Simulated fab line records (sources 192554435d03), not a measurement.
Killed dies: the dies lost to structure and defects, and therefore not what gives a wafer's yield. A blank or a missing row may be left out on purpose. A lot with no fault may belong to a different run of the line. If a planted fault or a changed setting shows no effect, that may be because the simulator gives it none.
Which tool did it?    flow n5-finfet    17 lots (51 wafers sampled), 1 step of a 1938-step route

## WHAT THE GAUGES SHOWED, per wafer
N5_DUMMY_GATE_CD_MEAS_15 targets a cd of 25.8 nm. Usual: cd-nm 24.93 nm, standard deviation 0.26.
lot   measured     on         cd-nm (nm)         flag
L074  day 2 23:41  cd-sem-02  24.95 24.85 24.88  
L075  day 3 04:07  cd-sem-02  25.09 24.34 24.72  
L076  day 3 10:06  cd-sem-01  25.06 25.18 25.12  
L077  day 3 17:19  cd-sem-01  24.77 24.69 24.60  
L079  day 4 05:24  cd-sem-03  25.13 24.87 25.10  
L080  day 4 09:58  cd-sem-01  24.44 25.02 24.98  
L082  day 4 22:17  cd-sem-01  25.05 25.31 24.91  
L083  day 5 04:19  cd-sem-01  25.32 25.11 24.95  
L084  day 5 14:59  cd-sem-03  24.70 24.79 24.85  
L085  day 5 16:13  cd-sem-03  25.15 24.97 25.01  
L086  day 5 22:52  cd-sem-03  24.81 24.53 24.63  
L087  day 6 04:26  cd-sem-03  25.09 25.16 24.51  
L088  day 6 13:37  cd-sem-01  25.15 24.95 24.67  
L089  day 6 18:34  cd-sem-01  24.73 25.24 24.77  
L090  day 7 00:04  cd-sem-03  25.19 24.67 24.93  
L091  day 7 04:50  cd-sem-01  25.21 25.26 24.99  
L092  day 7 11:57  cd-sem-02  25.00 24.77 24.61  

## WHAT TOOL EACH LOT RAN ON (gives the tool, then ch and the chambers of the sampled wafers, and finally the start)
The record holds no process step before these readings.

## AS READ BY THE TOOLS THEMSELVES (means over the sampled wafers that have a number; for cases with no such wafer, the mark the record gives instead)
The record holds no such reading with a usual standard deviation.

## THE ANSWER, worked out from the rows above alone
Rule: take the mean of a lot's wafers that have a number; if it is more than 3 standard deviations from the usual mean, the lot is off. Also off: a lot with no number at a reading for which 4 or more lots have one. All remaining lots with rows at the step are treated as sound. Order of review: gauges by route order, followed by the tools' own readings, for which a lot's mean as printed above is used. At the first step where some lot is off, the reading lying furthest off is the one used; lots without a number count as furthest.
Across all readings shown, no lot is off: no conclusion can be drawn from this.

## WHAT THE SIMULATOR HAD PUT IN
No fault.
